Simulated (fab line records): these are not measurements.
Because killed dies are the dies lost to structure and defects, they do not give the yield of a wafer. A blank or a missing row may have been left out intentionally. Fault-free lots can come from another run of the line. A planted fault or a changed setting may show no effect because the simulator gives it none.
fab line records + flow n5Finfet + part 2 of 2: steps 24 to 33 of 33
[record]
- lots = 5
- wafers = 15
- lastDay = 16
route steps=1938 shown BEOL_M8@1379 BEOL_M9@1401
lots that met no fault: taken from a fault-free run of the same line
startH: hours from the record's opening day to when the first of the lot's shown wafers began + waitH: how many hours have passed since the lot's step before this one + " unchanged from the row above + L1.1+2: one row covering several wafers at once + - no value present, or no start provided + * or withheld: withheld + < > ~ a bound
route shown NAME@n: a module of which the file shows steps, and the number in the route of the first + usual: mean/standard deviation taken from wafers without a fault + same: alike in all rows + chamber/n: place in a boat + sites: readings site by site + _std_site: the values' standard deviation + _edge_site: mean of outer sites minus mean of inner sites + radiusMm: for every site, how far away it sits from the centre of the wafer + mask NAME#n: copy n + behind: tool/chamber where the wafer was last shaped + hold: why the lot was held/for how many hours/how that ended + device: the n, p or np transistor that did not switch + end of line: tests run on the same wafers once the route is complete + a step without rows: its recipe alone + killed: at the first sort, the dies lost to defects and structure; wafer yield is something else + map: dies across one wafer; x = killed, . = not, _ = none there
set.NAME: the setting as run; set.NAME@STEP: as run at that earlier step + model.NAME: the simulator's own value behind a step, which no gauge read
lots at selected steps of the route; one table per step, one row per wafer
services: from which hour (startH, from the record's first day; less than 0 if before it) a tool's chamber was out of use, for how many hours, and why
[[steps]]
[step N5_BEOL_M9_CURE_71]
[recipe]
- tempC = 385
- timeS = 240
- ambient = He/Ar
- material = SiCOH_lowk
[usual]
- lampPowerPct = 52.31/0.052
- wafer_temp_C_max = 387.2/0.82
| lot.wafer | tool      | chamber | startH | waitH | lampPowerPct | wafer_temp_C_max |
|-----------|-----------|---------|--------|-------|--------------|------------------|
| L074.1    | uvCure-03 | 2       | 216.50 | 0.1   | 52.32        | 387.1            |
| L074.4    | "         | 2       | "      | "     | 52.37        | 387.4            |
| L074.5    | "         | 2       | "      | "     | 52.28        | 387.1            |
| L078.1    | uvCure-02 | 2       | 240.24 | 0.1   | 52.29        | 388.4            |
| L078.3    | "         | 2       | "      | "     | 52.41        | 388.7            |
| L078.5    | "         | 2       | "      | "     | 52.30        | 389.6            |
| L079.1    | uvCure-03 | 1       | 255.19 | 0.0   | 52.29        | 387.1            |
| L079.4    | "         | 1       | "      | "     | 52.27        | 387.2            |
| L079.5    | "         | 1       | "      | "     | 52.24        | 387.1            |
| L084.3    | uvCure-01 | 1       | 279.86 | 0.2   | 52.23        | 386.2            |
| L084.5    | "         | 1       | "      | "     | 52.30        | 386.2            |
| L084.6    | "         | 1       | "      | "     | 52.25        | 386.5            |
| L091.2    | uvCure-02 | 0       | 309.91 | 0.1   | 52.28        | 387.7            |
| L091.4    | "         | 0       | "      | "     | 52.31        | 386.4            |
| L091.6    | "         | 0       | "      | "     | 52.30        | 386.9            |
[step N5_BEOL_M9_THK_MEAS_01]
[recipe]
- reads = SiCOH_lowk_of_BEOL_M9_ILD_DEP_00
[usual]
- M9_ILD_THK = 267/3.6
| lot.wafer | tool         | chamber | startH | waitH | M9_ILD_THK[nm] |
|-----------|--------------|---------|--------|-------|----------------|
| L074.1    | filmMetro-02 | -       | 217.01 | 0.4   | 263            |
| L074.4    | "            | -       | "      | "     | 265            |
| L074.5    | "            | -       | "      | "     | 270            |
| L078.1    | filmMetro-02 | -       | 240.75 | 0.4   | 264            |
| L078.3    | "            | -       | "      | "     | 263            |
| L078.5    | "            | -       | "      | "     | 267            |
| L079.1    | filmMetro-01 | -       | 255.70 | 0.4   | 264            |
| L079.4    | "            | -       | "      | "     | 268            |
| L079.5    | "            | -       | "      | "     | 265            |
| L084.3    | filmMetro-02 | -       | 280.21 | 0.3   | 267            |
| L084.5    | "            | -       | "      | "     | 269            |
| L084.6    | "            | -       | "      | "     | 269            |
| L091.2    | filmMetro-01 | -       | 310.35 | 0.4   | 261            |
| L091.4    | "            | -       | "      | "     | 270            |
| L091.6    | "            | -       | "      | "     | 266            |
[step N5_BEOL_M9_PECVD_70]
[recipe]
- material = SiO2
- targetThkA = 200
- tempC = 400
- precursor = TEOS/O2
- pressureTorr = 5.5
- rfW = 450
- teosFlowSccm = 53.8
- gas = O2
- flowSccm = 3000
- timeS = 22.7
[usual]
- heaterPowerW = 689/77
- rfFwdPowerW = 445.6/2.1
- showerheadPlenumPTorr = 8.78/0.07
- throttleValvePct = 21.7/1.3
| lot.wafer | tool     | chamber | startH | waitH | heaterPowerW | rfFwdPowerW | showerheadPlenumPTorr | throttleValvePct |
|-----------|----------|---------|--------|-------|--------------|-------------|-----------------------|------------------|
| L074.1    | pecvd-03 | 2       | 217.04 | 0.0   | 619          | 447.2       | 8.71                  | 21.6             |
| L074.4    | "        | 1       | "      | "     | 666          | 445.2       | 8.87                  | 21.0             |
| L074.5    | "        | 2       | "      | "     | 631          | 446.9       | 8.73                  | 22.0             |
| L078.1    | pecvd-03 | 1       | 240.79 | 0.0   | 621          | 446.2       | 8.85                  | 21.1             |
| L078.3    | "        | 1       | "      | "     | 625          | 443.8       | 8.87                  | 21.2             |
| L078.5    | "        | 1       | "      | "     | 645          | 445.4       | 8.87                  | 21.1             |
| L079.1    | pecvd-04 | 0       | 255.74 | 0.0   | 824          | 445.6       | 8.78                  | 21.1             |
| L079.4    | "        | 1       | "      | "     | 685          | 442.5       | 8.86                  | 23.4             |
| L079.5    | "        | 0       | "      | "     | 819          | 446.8       | 8.78                  | 21.1             |
| L084.3    | pecvd-03 | 1       | 280.24 | 0.0   | 657          | 446.4       | 8.86                  | 20.9             |
| L084.5    | "        | 0       | "      | "     | 686          | 448.2       | 8.90                  | 24.7             |
| L084.6    | "        | 2       | "      | "     | 520          | 447.7       | 8.73                  | 21.9             |
| L091.2    | pecvd-04 | 1       | 310.38 | 0.0   | 615          | 444.1       | 8.86                  | 23.3             |
| L091.4    | "        | 0       | "      | "     | 805          | 448.4       | 8.76                  | 21.0             |
| L091.6    | "        | 1       | "      | "     | 609          | 447.9       | 8.85                  | 23.7             |
[step N5_BEOL_M9_HM_DEP_02]
[recipe]
- material = TiN
- targetThkA = 200
- tempC = 25
- chamberPressurePa = 0.49996
[usual]
- throttleValvePct = 29.8/1.2
| lot.wafer | tool          | chamber | startH | waitH | throttleValvePct |
|-----------|---------------|---------|--------|-------|------------------|
| L074.1    | pvdSputter-02 | -       | 218.68 | 1.6   | 31.0             |
| L074.4    | "             | -       | "      | "     | 29.6             |
| L074.5    | "             | -       | "      | "     | 28.8             |
| L078.1    | pvdSputter-01 | -       | 240.98 | 0.2   | 30.3             |
| L078.3    | "             | -       | "      | "     | 31.2             |
| L078.5    | "             | -       | "      | "     | 28.0             |
| L079.1    | pvdSputter-02 | -       | 258.84 | 3.1   | 31.2             |
| L079.4    | "             | -       | "      | "     | 31.3             |
| L079.5    | "             | -       | "      | "     | 28.1             |
| L084.3    | pvdSputter-01 | -       | 283.21 | 2.9   | 29.7             |
| L084.5    | "             | -       | "      | "     | 31.4             |
| L084.6    | "             | -       | "      | "     | 27.8             |
| L091.2    | pvdSputter-02 | -       | 310.50 | 0.1   | 31.2             |
| L091.4    | "             | -       | "      | "     | 31.4             |
| L091.6    | "             | -       | "      | "     | 29.6             |
[step N5_BEOL_M9_COAT_59]
[recipe]
- resist = SOC
- tempC = 250
- timeS = 60
- spinRpm = 1500
- resistThkNm = 100
[usual]
- chillPlateTempC = 23.01/0.13
- spinSpeedRpm = 1500.0/1.1
| lot.wafer | tool          | chamber | startH | waitH | chillPlateTempC | spinSpeedRpm |
|-----------|---------------|---------|--------|-------|-----------------|--------------|
| L074.1    | lithoTrack-03 | 0       | 218.80 | 0.1   | 22.92           | 1501.4       |
| L074.4    | "             | 0       | "      | "     | 23.05           | 1497.2       |
| L074.5    | "             | 0       | "      | "     | 23.17           | 1499.4       |
| L078.1    | lithoTrack-01 | 0       | 241.11 | 0.1   | 23.21           | 1499.0       |
| L078.3    | "             | 0       | "      | "     | 23.21           | 1500.6       |
| L078.5    | "             | 0       | "      | "     | 23.28           | 1500.2       |
| L079.1    | lithoTrack-03 | 0       | 258.97 | 0.1   | 23.10           | 1498.4       |
| L079.4    | "             | 0       | "      | "     | 23.17           | 1502.1       |
| L079.5    | "             | 0       | "      | "     | 23.19           | 1500.7       |
| L084.3    | lithoTrack-01 | 0       | 283.34 | 0.1   | 23.05           | 1499.7       |
| L084.5    | "             | 0       | "      | "     | 23.02           | 1498.7       |
| L084.6    | "             | 0       | "      | "     | 22.99           | 1499.8       |
| L091.2    | lithoTrack-01 | 0       | 310.63 | 0.1   | 23.11           | 1501.4       |
| L091.4    | "             | 0       | "      | "     | 22.87           | 1501.0       |
| L091.6    | "             | 0       | "      | "     | 23.03           | 1500.0       |
[step N5_BEOL_M9_COAT_60]
[recipe]
- resist = SiARC
- tempC = 220
- timeS = 60
- spinRpm = 1500
- resistThkNm = 30
[usual]
- chillPlateTempC = 23.01/0.1
- spinSpeedRpm = 1499.9/1.1
| lot.wafer | tool          | chamber | startH | waitH | chillPlateTempC | spinSpeedRpm |
|-----------|---------------|---------|--------|-------|-----------------|--------------|
| L074.1    | lithoTrack-03 | 0       | -      | -     | 22.99           | 1499.0       |
| L074.4    | "             | 0       | "      | "     | 22.92           | 1498.7       |
| L074.5    | "             | 0       | "      | "     | 23.10           | 1499.3       |
| L078.1    | lithoTrack-01 | 0       | -      | -     | 23.02           | 1499.2       |
| L078.3    | "             | 0       | "      | "     | 23.14           | 1498.8       |
| L078.5    | "             | 0       | "      | "     | 22.94           | 1500.6       |
| L079.1    | lithoTrack-03 | 0       | -      | -     | 22.98           | 1501.3       |
| L079.4    | "             | 0       | "      | "     | 23.14           | 1503.7       |
| L079.5    | "             | 0       | "      | "     | 23.00           | 1500.3       |
| L084.3    | lithoTrack-01 | 0       | -      | -     | 23.10           | 1498.5       |
| L084.5    | "             | 0       | "      | "     | 22.91           | 1499.8       |
| L084.6    | "             | 0       | "      | "     | 22.97           | 1499.8       |
| L091.2    | lithoTrack-01 | 0       | -      | -     | 22.89           | 1500.6       |
| L091.4    | "             | 0       | "      | "     | 23.07           | 1499.6       |
| L091.6    | "             | 0       | "      | "     | 23.03           | 1499.1       |
[step N5_BEOL_M9_COAT_05]
[recipe]
- resist = CAR-ArF
- spinRpm = 1500
- resistThkNm = 90
[usual]
- chillPlateTempC = 22.98/0.098
- spinSpeedRpm = 1499.9/1
| lot.wafer | tool          | chamber | startH | waitH | chillPlateTempC | spinSpeedRpm |
|-----------|---------------|---------|--------|-------|-----------------|--------------|
| L074.1    | lithoTrack-03 | 0       | -      | -     | 22.70           | 1498.7       |
| L074.4    | "             | 0       | "      | "     | 22.79           | 1499.3       |
| L074.5    | "             | 0       | "      | "     | 22.79           | 1499.5       |
| L078.1    | lithoTrack-01 | 0       | -      | -     | 22.96           | 1500.3       |
| L078.3    | "             | 0       | "      | "     | 22.92           | 1501.0       |
| L078.5    | "             | 0       | "      | "     | 23.05           | 1500.2       |
| L079.1    | lithoTrack-03 | 0       | -      | -     | 22.99           | 1499.2       |
| L079.4    | "             | 0       | "      | "     | 22.95           | 1499.5       |
| L079.5    | "             | 0       | "      | "     | 22.95           | 1499.7       |
| L084.3    | lithoTrack-01 | 0       | -      | -     | 22.88           | 1500.1       |
| L084.5    | "             | 0       | "      | "     | 22.89           | 1499.4       |
| L084.6    | "             | 0       | "      | "     | 22.86           | 1499.8       |
| L091.2    | lithoTrack-01 | 0       | -      | -     | 23.10           | 1500.5       |
| L091.4    | "             | 0       | "      | "     | 23.07           | 1501.1       |
| L091.6    | "             | 0       | "      | "     | 23.03           | 1498.6       |
[step N5_BEOL_M9_EBR_07]
[recipe]
- solvent = PGMEA
- ebrWidthMm = 1.5
[usual]
- chillPlateTempC = 23.00/0.1
| lot.wafer | tool          | chamber | startH | waitH | chillPlateTempC |
|-----------|---------------|---------|--------|-------|-----------------|
| L074.1    | lithoTrack-03 | 0       | -      | -     | 23.07           |
| L074.4    | "             | 0       | "      | "     | 22.93           |
| L074.5    | "             | 0       | "      | "     | 23.14           |
| L078.1    | lithoTrack-01 | 0       | -      | -     | 22.87           |
| L078.3    | "             | 0       | "      | "     | 23.04           |
| L078.5    | "             | 0       | "      | "     | 23.07           |
| L079.1    | lithoTrack-03 | 0       | -      | -     | 22.97           |
| L079.4    | "             | 0       | "      | "     | 23.07           |
| L079.5    | "             | 0       | "      | "     | 22.74           |
| L084.3    | lithoTrack-01 | 0       | -      | -     | 23.02           |
| L084.5    | "             | 0       | "      | "     | 23.01           |
| L084.6    | "             | 0       | "      | "     | 23.14           |
| L091.2    | lithoTrack-01 | 0       | -      | -     | 23.03           |
| L091.4    | "             | 0       | "      | "     | 22.80           |
| L091.6    | "             | 0       | "      | "     | 22.89           |
[step N5_BEOL_M9_SOFTBAKE_06]
[recipe]
- tempC = 110
- timeS = 60
- resist = CAR-ArF
[usual]
- chillPlateTempC = 22.99/0.12
| lot.wafer | tool          | chamber | startH | waitH | chillPlateTempC |
|-----------|---------------|---------|--------|-------|-----------------|
| L074.1    | lithoTrack-03 | 0       | -      | -     | 23.15           |
| L074.4    | "             | 0       | "      | "     | 23.10           |
| L074.5    | "             | 0       | "      | "     | 23.10           |
| L078.1    | lithoTrack-01 | 0       | -      | -     | 22.85           |
| L078.3    | "             | 0       | "      | "     | 22.91           |
| L078.5    | "             | 0       | "      | "     | 23.12           |
| L079.1    | lithoTrack-03 | 0       | -      | -     | 22.93           |
| L079.4    | "             | 0       | "      | "     | 22.81           |
| L079.5    | "             | 0       | "      | "     | 23.08           |
| L084.3    | lithoTrack-01 | 0       | -      | -     | 23.17           |
| L084.5    | "             | 0       | "      | "     | 23.04           |
| L084.6    | "             | 0       | "      | "     | 23.05           |
| L091.2    | lithoTrack-01 | 0       | -      | -     | 23.12           |
| L091.4    | "             | 0       | "      | "     | 23.01           |
| L091.6    | "             | 0       | "      | "     | 23.32           |
[step N5_BEOL_M9_EXPOSE_08]
[recipe]
- maskId = M9
- na = 1.35
- sourceShape = dipole
- sigmaInner = 0.411
- sigmaOuter = 0.611
- polarization = te
- doseMj = 53.75
| lot.wafer  | tool           | chamber | startH | waitH | mask |
|------------|----------------|---------|--------|-------|------|
| L074.1+4+5 | arfiScanner-03 | 0       | 218.92 | -     | M9#0 |
| L078.1+3+5 | arfiScanner-03 | 0       | 241.35 | -     | M9#0 |
| L079.1+4+5 | arfiScanner-03 | 0       | 259.09 | -     | M9#0 |
| L084.3+5+6 | arfiScanner-03 | 0       | 283.59 | -     | M9#0 |
| L091.2+4+6 | arfiScanner-03 | 0       | 310.88 | -     | M9#0 |
[[services]]
| tool           | chamber | startH | hours | kind   |
|----------------|---------|--------|-------|--------|
| ecdCu-01       | -       | 186.21 | 3.0   | repair |
| cmp-01         | -       | 189.89 | 0.5   | repair |
| cmp-01         | -       | 193.71 | 0.6   | repair |
| cmp-03         | -       | 198.46 | 2.4   | repair |
| aldMetal-02    | 3       | 201.15 | 10.5  | repair |
| uvCure-02      | -       | 213.58 | 11.4  | repair |
| uvCure-03      | -       | 219.99 | 14.6  | pm     |
| wetBench-01    | -       | 245.79 | 2.5   | repair |
| aldMetal-03    | 0       | 251.90 | 14.5  | repair |
| ecdCu-02       | -       | 252.82 | 2.7   | repair |
| pvdSputter-03  | -       | 254.06 | 7.5   | repair |
| ecdCu-01       | -       | 255.95 | 1.8   | repair |
| rieDiel-02     | 1       | 259.41 | 3.0   | repair |
| arfiScanner-03 | -       | 259.88 | 2.8   | repair |
| cmp-03         | -       | 266.47 | 0.5   | repair |
| rieDiel-02     | 0       | 272.35 | 6.4   | repair |
| cmp-04         | -       | 273.88 | 2.7   | repair |
| cvdCo-02       | -       | 276.15 | 3.8   | pm     |
| uvCure-02      | -       | 282.70 | 0.8   | repair |
| arfiScanner-03 | -       | 287.48 | 1.0   | pm     |
| uvCure-02      | -       | 290.68 | 1.0   | pm     |
| arfiScanner-03 | -       | 296.54 | 1.3   | pm     |
| aldMetal-01    | 0       | 296.89 | 28.7  | repair |
| cmp-03         | -       | 305.50 | 4.0   | pm     |
